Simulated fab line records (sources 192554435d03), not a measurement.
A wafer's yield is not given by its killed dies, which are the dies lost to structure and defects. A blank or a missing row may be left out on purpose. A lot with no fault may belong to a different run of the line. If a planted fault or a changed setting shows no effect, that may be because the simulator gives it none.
Split-lot study | flow n5 finfet | 21 wafers read across 7 lots, on a route 1938 steps long

## ABOUT THE SPLIT
At N5_BEOL_M8_EXPOSE_08 (exposes mask M8), the setting dose mj was moved away from the recipe's 68.25 on 7 of the 21 wafers read, by -4.6% to +6.5%. For the rest of the wafers, this setting stayed at what the recipe calls for.

## FROM THE SPLIT TO THE READING: what the file shows between them, 10 steps
- N5_BEOL_M8_PEB_09: peb time 60 s
- N5_BEOL_M8_DEVELOP_10: develop time 30 s
- N5_BEOL_M8_CD_MEAS_11: target cd 38.5 nm
- N5_BEOL_M8_DESCUM_16: chemistry O2, time 7.9 s
- N5_BEOL_M8_ETCH_61: etches SiARC in CF4, target depth 45.5 nm, time 75.8 s
- N5_BEOL_M8_ETCH_62: etches SOC in N2/H2, target depth 110 nm, overetch 22 nm, time 165 s (also split here: bias w)
- N5_BEOL_M8_STRIP_68: strips in N2/H2
- N5_BEOL_M8_STRIP_67: strips in CF4
- N5_BEOL_M8_HM_OPEN_17: chemistry Cl2/BCl3, target TiN, target depth 20 nm, overetch 6 nm
- N5_BEOL_M8_STRIP_19: strips in O2

## THE READING
cd nm, in nm, at N5_BEOL_M8_CD_MEAS_18 (pitch 80 nm, target cd 40 nm). A value of 40.0 nm with a standard deviation of 0.71 nm is what fault-free wafers of this fab line usually give.

wafer  | tool, chamber at the split | dose mj as run | against the recipe | cd nm, nm | against lot-mates on the recipe
L076.2 | arfi scanner-03, 0         | 65.17          | -4.5%              | 36.8      | -2.3
L076.4 | arfi scanner-03, 0         | 68.25          | recipe             | 38.7      | -
L076.6 | arfi scanner-03, 0         | 68.25          | recipe             | 39.5      | -
L078.1 | arfi scanner-02, 0         | 68.25          | recipe             | 40.4      | -
L078.2 | arfi scanner-02, 0         | 68.25          | recipe             | 40.2      | -
L078.6 | arfi scanner-02, 0         | 68.25          | recipe             | 40.2      | -
L082.3 | arfi scanner-02, 0         | 72.69          | +6.5%              | 44.2      | +3.6
L082.4 | arfi scanner-02, 0         | 68.25          | recipe             | 40.6      | -
L082.5 | arfi scanner-02, 0         | 72.69          | +6.5%              | 43.7      | +3.1
L083.1 | arfi scanner-03, 0         | 70.25          | +2.9%              | 40.4      | +1.2
L083.2 | arfi scanner-03, 0         | 68.25          | recipe             | 38.8      | -
L083.5 | arfi scanner-03, 0         | 68.25          | recipe             | 39.5      | -
L089.2 | arfi scanner-02, 0         | 70.6           | +3.4%              | 40.2      | +0.7
L089.3 | arfi scanner-02, 0         | 68.25          | recipe             | 39.2      | -
L089.4 | arfi scanner-02, 0         | 68.25          | recipe             | 39.8      | -
L092.1 | arfi scanner-01, 0         | 68.25          | recipe             | 39.7      | -
L092.2 | arfi scanner-01, 0         | 68.25          | recipe             | 39.1      | -
L092.4 | arfi scanner-01, 0         | 68.25          | recipe             | 38.9      | -
L096.1 | arfi scanner-03, 0         | 65.09          | -4.6%              | 37.2      | -2.8
L096.2 | arfi scanner-03, 0         | 65.09          | -4.6%              | 38.0      | -2.0
L096.3 | arfi scanner-03, 0         | 68.25          | recipe             | 40.0      | -

FIT RESULTS
A straight line over all 21 wafers: cd nm changes by +0.547 nm for each +1% of dose mj; r = +0.92; the points scatter about the line by 0.71 nm.
The same after taking each lot's own level away (the mean of its wafers on the recipe; 21 wafers): +0.491 nm for each +1%; r = +0.97; scatter 0.37 nm.
That fit puts the effect of the largest move of dose mj on the reading at 3.2 nm.
Measured against the standard deviation above, the lots' own levels, which go from 39.10 to 40.60 nm, span 2.1 times it.
In other words, the slope is changed by the lot-to-lot level; the two fits disagree.
Check: for one of the wafers moved furthest among these (+6.5%), held out of the fit, the line's prediction against its lot-mates is +2.95 nm. It came out at +3.6 nm against them.

## THE OTHER SPLITS THESE WAFERS WENT THROUGH
Other splits were also applied to these wafers ahead of the reading. Each is held against what the fit with the lots' levels taken away leaves over:
other split on the same wafers   | wafers away from the commonest value | r with cd nm (lot level and that fit taken away)
N5_BEOL_M5_PECVD_70 temp c       | 4                                    | -0.38
N5_BEOL_M6_ETCH_62 time s        | 6                                    | +0.42
N5_BEOL_M6_TRENCH_ETCH_37 bias w | 9                                    | -0.14
N5_BEOL_M8_ETCH_62 bias w        | 6                                    | +0.13

## THE WHOLE CHAIN: every reading that the file lists as answering this split, in the file's order
step                  | what it does                                                         | reading                                                               | change (the file's fit)               | r (the file's)
N5_BEOL_M8_CD_MEAS_11 | target cd 38.5 nm                                                    | cd nm                                                                 | +0.521 nm for each +1% of the setting | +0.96
N5_BEOL_M8_ETCH_61    | etches SiARC in CF4, target depth 45.5 nm, time 75.8 s               | BEOL_M8.cd offset nm (the simulator's own value, which no gauge read) | +0.495 nm for each +1% of the setting | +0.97
N5_BEOL_M8_ETCH_62    | etches SOC in N2/H2, target depth 110 nm, overetch 22 nm, time 165 s | BEOL_M8.cd offset nm (the simulator's own value, which no gauge read) | +0.469 nm for each +1% of the setting | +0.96
N5_BEOL_M8_CD_MEAS_18 | pitch 80 nm, target cd 40 nm                                         | cd nm                                                                 | +0.476 nm for each +1% of the setting | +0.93

## FILE'S OWN FIT
cd nm changes by +0.476 nm for each +1% of dose mj, r = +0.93.
